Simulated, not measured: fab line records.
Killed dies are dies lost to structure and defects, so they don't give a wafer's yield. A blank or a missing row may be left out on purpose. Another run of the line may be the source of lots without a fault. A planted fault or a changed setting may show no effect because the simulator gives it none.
Chamber matching :: flow nand_harc :: NHARC_A_STAIRCASE_TRIM_12 on rie_diel-13: 4 sister chambers
The step chemistry O2, time 211.2 s. 8 wafers are shown with their chamber, then 7 later ones without.

WAFERS, EACH WITH ITS CHAMBER
wafer: L076.6
chamber: 0
drypump_motor_current_A (A): 5.5
showerhead_plenum_p_Torr (Torr): 3.77

wafer: L086.4
chamber: 3
drypump_motor_current_A (A): 6.3
showerhead_plenum_p_Torr (Torr): 3.67

wafer: L086.6
chamber: 1
drypump_motor_current_A (A): 5.3
showerhead_plenum_p_Torr (Torr): 3.67

wafer: L086.2
chamber: 0
drypump_motor_current_A (A): 5.5
showerhead_plenum_p_Torr (Torr): 3.76

wafer: L086.3
chamber: 2
drypump_motor_current_A (A): 6.5
showerhead_plenum_p_Torr (Torr): 3.29

wafer: L086.5
chamber: 2
drypump_motor_current_A (A): 6.4
showerhead_plenum_p_Torr (Torr): 3.29

wafer: L088.2
chamber: 1
drypump_motor_current_A (A): 5.3
showerhead_plenum_p_Torr (Torr): 3.66

wafer: L088.4
chamber: 3
drypump_motor_current_A (A): 6.3
showerhead_plenum_p_Torr (Torr): 3.66

WAFERS WHOSE CHAMBER IS MISSING
wafer: L088.5
drypump_motor_current_A (A): 5.5
showerhead_plenum_p_Torr (Torr): 3.76

wafer: L095.1
drypump_motor_current_A (A): 5.5
showerhead_plenum_p_Torr (Torr): 3.75

wafer: L095.5
drypump_motor_current_A (A): 5.5
showerhead_plenum_p_Torr (Torr): 3.75

wafer: L095.6
drypump_motor_current_A (A): 6.3
showerhead_plenum_p_Torr (Torr): 3.66

wafer: L096.1
drypump_motor_current_A (A): 5.3
showerhead_plenum_p_Torr (Torr): 3.65

wafer: L096.2
drypump_motor_current_A (A): 5.5
showerhead_plenum_p_Torr (Torr): 3.75

wafer: L096.4
drypump_motor_current_A (A): 6.4
showerhead_plenum_p_Torr (Torr): 3.28

CHAMBER TAKEN BY EACH
wafer: L088.5
from the rows above: 0
in truth: 0

wafer: L095.1
from the rows above: 0
in truth: 0

wafer: L095.5
from the rows above: 0
in truth: 0

wafer: L095.6
from the rows above: 3
in truth: 3

wafer: L096.1
from the rows above: 1
in truth: 1

wafer: L096.2
from the rows above: 0
in truth: 0

wafer: L096.4
from the rows above: 2
in truth: 2
Placed correctly: 7 of 7. Can't be placed from these rows: 0. Placed wrongly: 0.
How it was worked out, from the rows above alone: a wafer's distance from a chamber is the root of the sum, over the readings, of the square of ((its reading less the chamber's mean) divided by the reading's scatter). If the next closest chamber is less than 2 further off than the closest, the wafer can't be placed; otherwise it belongs to the closest. For every chamber, the mean is computed from those of its wafers that are shown. The scatter: the root of (the sum of the squares of (reading less its chamber's mean) over the shown wafers, divided by (wafers less chambers)).
